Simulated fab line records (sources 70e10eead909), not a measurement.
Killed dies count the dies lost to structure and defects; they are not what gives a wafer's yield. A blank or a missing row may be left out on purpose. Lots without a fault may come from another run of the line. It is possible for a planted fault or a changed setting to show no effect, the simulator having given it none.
What tool caused it? | flow nandHarc | Sampling: 24 lots, 72 wafers, 3 of 1302 route steps

## WHAT THE GAUGES READ, wafer by wafer
NHARC_A_M0_THK_MEAS_24: measures by xrf.
lot  | measured     | on           | thkNm (nm)
L075 | day 23 16:02 | filmMetro-01 | 118.7 116.7 116.0
L074 | day 23 18:14 | filmMetro-01 | 114.8 112.5 114.2
L077 | day 23 19:45 | filmMetro-02 | 113.0 114.9 114.1
L076 | day 23 20:05 | filmMetro-02 | 115.4 114.2 117.2
L079 | day 24 07:11 | filmMetro-02 | 113.8 115.1 116.2
L078 | day 24 08:32 | filmMetro-01 | 116.9 115.3 116.9
L080 | day 25 08:55 | filmMetro-01 | 115.7 116.1 115.8
L081 | day 26 06:32 | filmMetro-01 | 113.5 112.5 115.2
L082 | day 26 11:43 | filmMetro-01 | 114.0 113.2 114.2
L083 | day 26 18:21 | filmMetro-01 | 114.6 116.4 115.0
L086 | day 27 16:16 | filmMetro-01 | 113.8 113.0 115.5
L084 | day 27 18:46 | filmMetro-02 | 111.8 112.0 114.1
L085 | day 27 20:54 | filmMetro-02 | 115.1 115.6 115.8
L087 | day 28 15:10 | filmMetro-01 | 116.6 112.7 114.7
L089 | day 29 08:42 | filmMetro-01 | 112.9 115.4 115.0
L088 | day 29 16:40 | filmMetro-02 | 116.0 112.8 115.8
L090 | day 29 18:07 | filmMetro-02 | 114.7 114.4 111.2
L093 | day 30 14:06 | filmMetro-01 | 115.6 118.1 113.3
L094 | day 30 15:08 | filmMetro-01 | 116.5 113.3 113.9
L092 | day 30 19:03 | filmMetro-02 | 113.7 113.9 113.0
L091 | day 30 22:07 | filmMetro-02 | 114.6 113.2 112.0
L095 | day 31 16:40 | filmMetro-01 | 114.7 115.1 113.0
L097 | day 32 15:52 | filmMetro-02 | 115.6 114.7 110.4
L096 | day 32 17:50 | filmMetro-02 | 113.6 113.9 114.5

NHARC_A_BONDPAD_CD_MEAS_09: the cd target is 500 nm.
lot  | measured     | on       | cdNm (nm)
L075 | day 23 22:14 | cdSem-03 | 499.6 502.1 501.3
L074 | day 24 00:32 | cdSem-03 | 501.5 501.2 503.6
L077 | day 24 02:04 | cdSem-03 | 500.1 504.7 500.7
L076 | day 24 02:23 | cdSem-01 | 499.9 503.2 502.9
L079 | day 24 13:29 | cdSem-03 | 501.8 501.1 502.2
L078 | day 24 14:49 | cdSem-02 | 501.0 500.9 500.9
L080 | day 25 14:58 | cdSem-03 | 503.2 498.4 499.3
L081 | day 26 12:47 | cdSem-02 | 498.8 502.4 502.8
L082 | day 26 17:57 | cdSem-02 | 500.8 498.9 498.0
L083 | day 27 00:36 | cdSem-01 | 501.2 499.0 500.1
L086 | day 27 22:59 | cdSem-03 | 502.1 502.3 500.7
L084 | day 28 01:11 | cdSem-02 | 502.3 502.2 501.3
L085 | day 28 03:08 | cdSem-01 | 500.9 502.0 501.6
L087 | day 28 21:19 | cdSem-01 | 500.6 499.7 494.5
L089 | day 29 14:50 | cdSem-02 | 501.9 498.6 503.6
L088 | day 29 22:54 | cdSem-03 | 502.8 500.3 500.1
L090 | day 30 00:14 | cdSem-03 | 501.9 499.9 500.8
L093 | day 30 20:22 | cdSem-03 | 502.6 500.7 503.1
L094 | day 30 21:34 | cdSem-01 | 502.3 503.0 504.6
L092 | day 31 01:28 | cdSem-01 | 496.3 500.0 500.6
L091 | day 31 04:13 | cdSem-03 | 502.1 502.1 500.3
L095 | day 31 23:05 | cdSem-02 | 497.8 498.6 500.1
L097 | day 32 22:04 | cdSem-03 | 499.3 499.4 498.3
L096 | day 33 00:03 | cdSem-03 | 500.9 497.0 499.1

## WHAT TOOL EACH LOT RAN ON (gives the tool, then ch and the chambers of the sampled wafers, and finally the start)
lot  | NHARC_A_M1_STRIP_18
L075 | rieDiel-13 ch 0,2,3, day 23 18:07
L074 | rieDiel-07 ch 0,1,3, day 23 20:26
L077 | rieDiel-10 ch 0,3, day 23 21:55
L076 | rieDiel-07 ch 0,1,3, day 23 22:12
L079 | rieDiel-10 ch 1,2, day 24 09:13
L078 | rieDiel-10 ch 1,2,3, day 24 10:41
L080 | rieDiel-07 ch 2,3, day 25 10:57
L081 | rieDiel-13 ch 0,2, day 26 08:41
L082 | rieDiel-07 ch 1,2,3, day 26 13:51
L083 | rieDiel-07 ch 2,3, day 26 20:30
L086 | rieDiel-10 ch 0,2, day 27 18:53
L084 | rieDiel-07 ch 2,3, day 27 21:03
L085 | rieDiel-13 ch 1,2, day 27 23:02
L087 | rieDiel-10 ch 1,2,3, day 28 17:21
L089 | rieDiel-13 ch 0,1,3, day 29 10:46
L088 | rieDiel-10 ch 0,1,3, day 29 18:47
L090 | rieDiel-10 ch 0,2,3, day 29 20:14
L093 | rieDiel-07 ch 0,1,3, day 30 16:13
L094 | rieDiel-13 ch 0,1,3, day 30 17:29
L092 | rieDiel-10 ch 0,2, day 30 21:22
L091 | rieDiel-07 ch 0,2,3, day 31 00:07
L095 | rieDiel-07 ch 0,2,3, day 31 19:07
L097 | rieDiel-13 ch 1,2, day 32 18:02
L096 | rieDiel-13 ch 0,1,2, day 32 19:56
- NHARC_A_M1_STRIP_18: strips in N2/H2.

## WHAT THE TOOLS THEMSELVES READ (means of the sampled wafers that have a number; where no wafer has one, the mark that the record gives instead)
NHARC_A_M1_STRIP_18.
lot  | tool       | drypumpMotorCurrentA (A) | oesProductAu (a.u.) | powerW (W) | rfVppV (V) | showerheadPlenumPTorr (Torr) | throttleValvePct (%)
L075 | rieDiel-13 | 6.0                      | 0.998               | 1002.5     | 91.2       | 2.08                         | 14.176
L074 | rieDiel-07 | 5.5                      | 1.009               | 1000.4     | 91.3       | 2.05                         | 14.182
L077 | rieDiel-10 | 5.5                      | 0.992               | 1004.0     | 90.0       | 2.00                         | 14.177
L076 | rieDiel-07 | 5.5                      | 1.016               | 1001.3     | 90.1       | 2.05                         | 14.169
L079 | rieDiel-10 | 6.6                      | 1.014               | 999.5      | 91.6       | 2.14                         | 14.172
L078 | rieDiel-10 | 6.1                      | 0.998               | 1002.1     | 91.1       | 2.09                         | 14.170
L080 | rieDiel-07 | 5.6                      | 1.011               | 999.4      | 91.4       | 2.11                         | 14.175
L081 | rieDiel-13 | 6.2                      | 0.998               | 999.4      | 90.0       | 2.07                         | 14.176
L082 | rieDiel-07 | 6.0                      | 1.005               | 999.1      | 90.0       | 2.07                         | 14.174
L083 | rieDiel-07 | 5.5                      | 1.001               | 1001.7     | 91.2       | 2.11                         | 14.170
L086 | rieDiel-10 | 6.3                      | 1.011               | 1002.4     | 90.7       | 2.09                         | 14.168
L084 | rieDiel-07 | 5.5                      | 1.004               | 1000.4     | 92.3       | 2.10                         | 14.164
L085 | rieDiel-13 | 5.5                      | 0.998               | 998.6      | 91.6       | 2.11                         | 14.170
L087 | rieDiel-10 | 6.1                      | 1.005               | 998.3      | 91.2       | 2.09                         | 14.174
L089 | rieDiel-13 | 6.0                      | 0.996               | 999.4      | 91.1       | 2.09                         | 14.165
L088 | rieDiel-10 | 5.9                      | 1.008               | 1000.4     | 91.1       | 2.05                         | 14.171
L090 | rieDiel-10 | 5.9                      | 1.008               | 999.0      | 90.6       | 2.06                         | 14.167
L093 | rieDiel-07 | 5.6                      | 0.997               | 1002.6     | 90.7       | 2.05                         | 14.167
L094 | rieDiel-13 | 6.0                      | 0.992               | 999.8      | 91.2       | 2.09                         | 14.178
L092 | rieDiel-10 | 6.3                      | 1.012               | 1000.2     | 91.9       | 2.08                         | 14.168
L091 | rieDiel-07 | 5.4                      | 1.005               | 1000.8     | 91.5       | 2.06                         | 14.179
L095 | rieDiel-07 | 5.4                      | 0.997               | 1002.4     | 91.0       | 2.06                         | 14.167
L097 | rieDiel-13 | 5.5                      | 1.001               | 999.9      | 90.6       | 2.11                         | 14.172
L096 | rieDiel-13 | 5.9                      | 0.999               | 999.5      | 90.9       | 2.09                         | 14.168

## THE ANSWER, worked out from the rows above alone
Rule: usual is defined by the lots themselves. Put in order of their means at a reading, lots are off if they are a third of the lots or fewer, leave a main group of 4 or more, and stand apart from it by a gap of 3 or more times the standard deviation of the main group's means; of several such gaps the widest counts. A main group is skipped when, at the precision printed for the reading in the tables above, its means are all equal. A lot without any number at a reading at which 4 lots or more have one is off too. Where the step has rows for the other lots, those lots are counted as sound. Order of review: gauges by route order, followed by the tools' own readings, for which a lot's mean as printed above is used. At the first step where some lot is off, the reading lying furthest off is the one used; lots without a number count as furthest.
Nothing can be told from this: no lot is off at any reading shown.

## WHAT THE SIMULATOR PUT IN
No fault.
